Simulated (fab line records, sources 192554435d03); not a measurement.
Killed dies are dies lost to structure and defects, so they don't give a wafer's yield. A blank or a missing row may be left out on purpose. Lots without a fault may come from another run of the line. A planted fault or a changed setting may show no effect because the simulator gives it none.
Which tool did it? | flow n5_finfet | 10 lots, 30 wafers sampled, at 1 step of a route of 1938

WHAT THE GAUGES READ, wafer by wafer
N5_SDB_INSPECT_13: inspects for defects (brightfield). Usual: raw_defect_count 92, standard deviation 47.
lot  | measured    | on                | raw_defect_count | flag
L178 | day 3 18:15 | defect_inspect-01 | 31 59 85         |
L179 | day 4 04:11 | defect_inspect-02 | 31 32 59         |
L180 | day 4 06:37 | defect_inspect-01 | 149 213 266      |
L181 | day 4 15:54 | defect_inspect-01 | 71 47 44         |
L183 | day 5 01:14 | defect_inspect-02 | 84 82 78         |
L185 | day 5 11:13 | defect_inspect-01 | 64 44 63         |
L186 | day 5 18:22 | defect_inspect-01 | 92 69 78         |
L193 | day 7 15:01 | defect_inspect-02 | 119 129 121      |
L195 | day 7 23:43 | defect_inspect-01 | 142 104 87       |
L196 | day 8 07:02 | defect_inspect-01 | 81 96 179        |

WHICH TOOL RAN EACH LOT (tool, then ch and the chambers of the sampled wafers, then the start)
The record holds no process step before these readings.

WHAT THE TOOLS THEMSELVES READ (means of the sampled wafers that have a number; where no wafer has one, the mark that the record gives instead)
The record holds no such reading with a usual standard deviation.

THE ANSWER, worked out from the rows above alone
Rule: a lot is off if the mean of its wafers that have a number lies more than 3 standard deviations from the usual mean. A lot without any number at a reading at which 4 lots or more have one is off too. The other lots that the step has rows for count as sound. The gauges are gone through in route order, then the tools' own readings, and for those a lot's mean is taken as printed above. The first step at which some lot is off is used, and at that step the reading that is off furthest; a lot without a number counts as furthest.
No lot is off at any reading shown: from this, nothing can be told.

WHAT THE SIMULATOR HAD PUT IN
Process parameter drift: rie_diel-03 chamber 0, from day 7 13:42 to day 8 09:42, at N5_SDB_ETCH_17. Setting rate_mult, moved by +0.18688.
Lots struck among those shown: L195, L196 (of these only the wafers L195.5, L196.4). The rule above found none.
